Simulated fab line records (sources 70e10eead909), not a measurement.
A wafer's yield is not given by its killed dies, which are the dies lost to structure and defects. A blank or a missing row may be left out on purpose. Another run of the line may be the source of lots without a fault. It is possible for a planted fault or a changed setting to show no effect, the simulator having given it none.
Chamber matching ; flow nand harc ; NHARC_A_BONDPAD_CMP_29 on cmp-02 has 4 sister chambers
The step polishes SiCN, target thk 200 nm. 4 wafers are shown with their chamber, then 7 later ones without.

## WAFERS, EACH WITH ITS CHAMBER
wafer;chamber;motor current A (A)
L080.5;0;10.9
L083.2;2;13.7
L090.3;1;10.1
L090.4;3;13.4

## WAFERS WHOSE CHAMBER IS MISSING
wafer;motor current A (A)
L090.5;13.8
L093.3;13.8
L093.4;14.3
L093.5;13.3
L097.3;13.6
L097.4;13.5
L097.6;10.2

## WHICH CHAMBER EACH WENT THROUGH
wafer;from the rows above;in truth
L090.5;can't be placed: 2 or 3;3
L093.3;can't be placed: 2 or 3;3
L093.4;can't be placed: 2 or 3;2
L093.5;can't be placed: 3 or 2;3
L097.3;can't be placed: 2 or 3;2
L097.4;can't be placed: 3 or 2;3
L097.6;1;1
Correct placement for 1 of the 7. Unplaceable from these rows: 6, with the true chamber sitting among the candidates in 6. Placed wrongly: 0.
How it was worked out, from the rows above alone: a wafer's distance from a chamber is the root of the sum, over the readings, of the square of ((its reading less the chamber's mean) divided by the reading's scatter). If the next closest chamber is less than 2 further off than the closest, the wafer can't be placed; otherwise it belongs to the closest. The mean given for a chamber averages the wafers shown for that chamber. The scatter: root of mean squared gap, hidden wafer to nearest shown wafer, with one shown wafer a chamber.
